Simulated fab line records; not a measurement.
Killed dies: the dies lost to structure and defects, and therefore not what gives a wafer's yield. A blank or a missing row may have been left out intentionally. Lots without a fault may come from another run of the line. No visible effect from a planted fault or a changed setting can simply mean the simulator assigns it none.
The tool behind it: which one? | flow nand_harc | 12 lots with 36 wafers sampled at 4 steps, on a route of 1302 steps

WHAT EACH GAUGE READ, for each wafer
NHARC_P_M2_CD_MEAS_16.
lot  | measured     | on        | cd_nm (nm)
L075 | day 6 20:01  | cd_sem-03 | 169.6 170.9 170.6
L077 | day 7 20:11  | cd_sem-01 | 170.6 169.5 169.4
L079 | day 8 12:04  | cd_sem-03 | 169.4 169.7 169.2
L081 | day 9 07:44  | cd_sem-01 | 169.4 170.0 169.3
L083 | day 10 04:43 | cd_sem-02 | 171.4 170.7 170.5
L085 | day 10 21:45 | cd_sem-01 | 170.6 169.1 168.5
L087 | day 11 21:31 | cd_sem-03 | 170.4 170.4 170.2
L088 | day 12 14:22 | cd_sem-03 | 169.2 170.3 170.0
L091 | day 13 10:26 | cd_sem-01 | 169.7 170.2 169.5
L093 | day 14 12:02 | cd_sem-01 | 169.9 169.6 169.7
L095 | day 15 05:02 | cd_sem-03 | 168.3 169.4 168.9
L097 | day 16 00:38 | cd_sem-02 | 170.6 169.7 169.4

TOOL THAT RAN EACH LOT (tool first, then ch and the chambers of the sampled wafers, then the start)
lot  | NHARC_P_M0_PVD_21                       | NHARC_P_M0_ANNEAL_30             | NHARC_P_M1_CMP_23
L075 | pvd_sputter-01, day 6 13:11 or earlier  | rtp_anneal-01 ch 0, day 6 13:11  | cmp-01 ch 0,1,2, day 6 17:40
L077 | pvd_sputter-01, day 7 13:28 or earlier  | rtp_anneal-01 ch 0, day 7 13:28  | cmp-01 ch 0,1,3, day 7 17:53
L079 | pvd_sputter-01, day 8 05:10 or earlier  | rtp_anneal-02 ch 0, day 8 05:10  | cmp-04 ch 1,3, day 8 09:44
L081 | pvd_sputter-02, day 9 00:53 or earlier  | rtp_anneal-02 ch 0, day 9 00:53  | cmp-01 ch 0,1,2, day 9 05:22
L083 | pvd_sputter-03, day 9 22:03 or earlier  | rtp_anneal-02 ch 0, day 9 22:03  | cmp-02 ch 0,2, day 10 02:28
L085 | pvd_sputter-03, day 10 15:01 or earlier | rtp_anneal-01 ch 0, day 10 15:01 | cmp-01 ch 0,1,3, day 10 19:25
L087 | pvd_sputter-03, day 11 14:58 or earlier | rtp_anneal-01 ch 0, day 11 14:58 | cmp-02 ch 1,3, day 11 19:19
L088 | pvd_sputter-02, day 12 07:32 or earlier | rtp_anneal-02 ch 0, day 12 07:32 | cmp-02 ch 0,1, day 12 12:01
L091 | pvd_sputter-01, day 13 03:48 or earlier | rtp_anneal-01 ch 0, day 13 03:48 | cmp-02 ch 0,1,2, day 13 08:12
L093 | pvd_sputter-03, day 14 05:19 or earlier | rtp_anneal-01 ch 0, day 14 05:19 | cmp-02 ch 0,2, day 14 09:52
L095 | pvd_sputter-03, day 14 21:47 or earlier | rtp_anneal-01 ch 0, day 14 21:47 | cmp-01 ch 1,3, day 15 02:41
L097 | pvd_sputter-01, day 15 17:55 or earlier | rtp_anneal-01 ch 0, day 15 17:55 | cmp-04 ch 0,3, day 15 22:24
- NHARC_P_M0_PVD_21: deposits Cu, target thk 30 nm, time 20.49 s.
- NHARC_P_M0_ANNEAL_30: time 90 s.
- NHARC_P_M1_CMP_23: polishes, t overpolish 20 s, target thk 157.82 nm.

THE ANSWER, worked out from the rows above alone
Rule: what is usual is taken from the lots themselves. The widest of any qualifying gaps counts: lots, ordered by their means at a reading, are off when they make up no more than a third of the lots, leave a main group of 4 or more, and stand apart from it by 3 or more times the standard deviation of that group's means. A main group whose means are all the same, to the digits that the tables above print for the reading, isn't used. A lot without any number at a reading at which 4 lots or more have one is off too. Any other lot the step has rows for is counted as sound.
No lot is off at any reading shown: from this, nothing can be told.

WHAT WAS PUT IN BY THE SIMULATOR
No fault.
